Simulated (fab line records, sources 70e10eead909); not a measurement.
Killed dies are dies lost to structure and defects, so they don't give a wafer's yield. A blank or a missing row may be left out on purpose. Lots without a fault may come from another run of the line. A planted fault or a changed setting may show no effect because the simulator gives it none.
Chamber matching | flow nand_harc | NHARC_A_STAIRCASE_TRIM_220 on rie_diel-12: 4 sister chambers
The step chemistry O2, time 211.2 s. 8 wafers are shown with their chamber, then 7 later ones without.

WAFERS WITH THEIR CHAMBER
wafer  | chamber | showerhead_plenum_p_Torr (Torr) | oes_product_au (a.u.)
L079.5 | 0       | 3.70                            | 1.008
L085.3 | 2       | 3.37                            | 0.997
L085.5 | 1       | 3.48                            | 1.007
L087.2 | 2       | 3.37                            | 1.000
L087.5 | 3       | 3.52                            | 1.007
L087.6 | 0       | 3.69                            | 0.995
L090.1 | 3       | 3.52                            | 1.008
L090.2 | 1       | 3.47                            | 1.006

WAFERS WITHOUT THEIR CHAMBER
wafer  | showerhead_plenum_p_Torr (Torr) | oes_product_au (a.u.)
L090.6 | 3.69                            | 0.995
L091.1 | 3.68                            | 0.993
L091.2 | 3.52                            | 0.997
L091.5 | 3.68                            | 1.000
L095.1 | 3.51                            | 1.005
L095.4 | 3.68                            | 1.005
L095.5 | 3.51                            | 1.007

WHICH CHAMBER EACH WENT THROUGH
wafer  | from the rows above | in truth
L090.6 | 0                   | 0
L091.1 | 0                   | 0
L091.2 | 3                   | 3
L091.5 | 0                   | 0
L095.1 | 3                   | 3
L095.4 | 0                   | 0
L095.5 | 3                   | 3
Placed correctly: 7 of 7. Can't be placed from these rows: 0. Placed wrongly: 0.
How it was worked out, from the rows above alone: a wafer's distance from a chamber is the root of the sum, over the readings, of the square of ((its reading less the chamber's mean) divided by the reading's scatter). The wafer belongs to the nearest chamber; if the next one is less than 2 further off, it can't be placed. A chamber's mean is the mean of its shown wafers. The scatter: the root of (the sum of the squares of (reading less its chamber's mean) over the shown wafers, divided by (wafers less chambers)).
